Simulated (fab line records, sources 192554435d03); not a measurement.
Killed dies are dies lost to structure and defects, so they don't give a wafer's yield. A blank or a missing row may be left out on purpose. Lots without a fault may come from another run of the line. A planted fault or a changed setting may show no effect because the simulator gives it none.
Chamber matching | flow n5_finfet | N5_BEOL_M0_SAQP_HM_DEP_111 on pecvd-02: 3 sister chambers
The step deposits SiO2 from SiH4/N2O, target thk 12 nm, time 7.2 s. 6 wafers are shown with their chamber, then 10 later ones without.

WAFERS WITH THEIR CHAMBER
wafer  | chamber | showerhead_plenum_p_Torr (Torr) | heater_power_w (W)
L087.4 | 0       | 8.05                            | 713
L087.6 | 2       | 8.14                            | 750
L089.1 | 0       | 8.01                            | 732
L089.6 | 1       | 8.03                            | 586
L090.1 | 1       | 8.06                            | 673
L090.2 | 2       | 8.14                            | 767

WAFERS WITHOUT THEIR CHAMBER
wafer  | showerhead_plenum_p_Torr (Torr) | heater_power_w (W)
L090.4 | 8.02                            | 631
L093.1 | 8.17                            | 752
L093.2 | 8.04                            | 725
L093.5 | 8.04                            | 582
L094.1 | 8.04                            | 651
L094.3 | 8.16                            | 694
L094.5 | 8.03                            | 634
L095.4 | 8.06                            | 674
L095.5 | 8.02                            | 633
L095.6 | 8.12                            | 676

WHICH CHAMBER EACH WENT THROUGH
wafer  | from the rows above     | in truth
L090.4 | can't be placed: 1 or 0 | 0
L093.1 | 2                       | 2
L093.2 | 0                       | 0
L093.5 | 1                       | 1
L094.1 | can't be placed: 1 or 0 | 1
L094.3 | 2                       | 2
L094.5 | can't be placed: 1 or 0 | 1
L095.4 | can't be placed: 1 or 0 | 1
L095.5 | can't be placed: 1 or 0 | 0
L095.6 | can't be placed: 2 or 1 | 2
Placed correctly: 4 of 10. Can't be placed from these rows: 6 (the true chamber is among the candidates in 6). Placed wrongly: 0.
How it was worked out, from the rows above alone: a wafer's distance from a chamber is the root of the sum, over the readings, of the square of ((its reading less the chamber's mean) divided by the reading's scatter). The wafer belongs to the nearest chamber; if the next one is less than 2 further off, it can't be placed. A chamber's mean is the mean of its shown wafers. The scatter: the root of (the sum of the squares of (reading less its chamber's mean) over the shown wafers, divided by (wafers less chambers)).
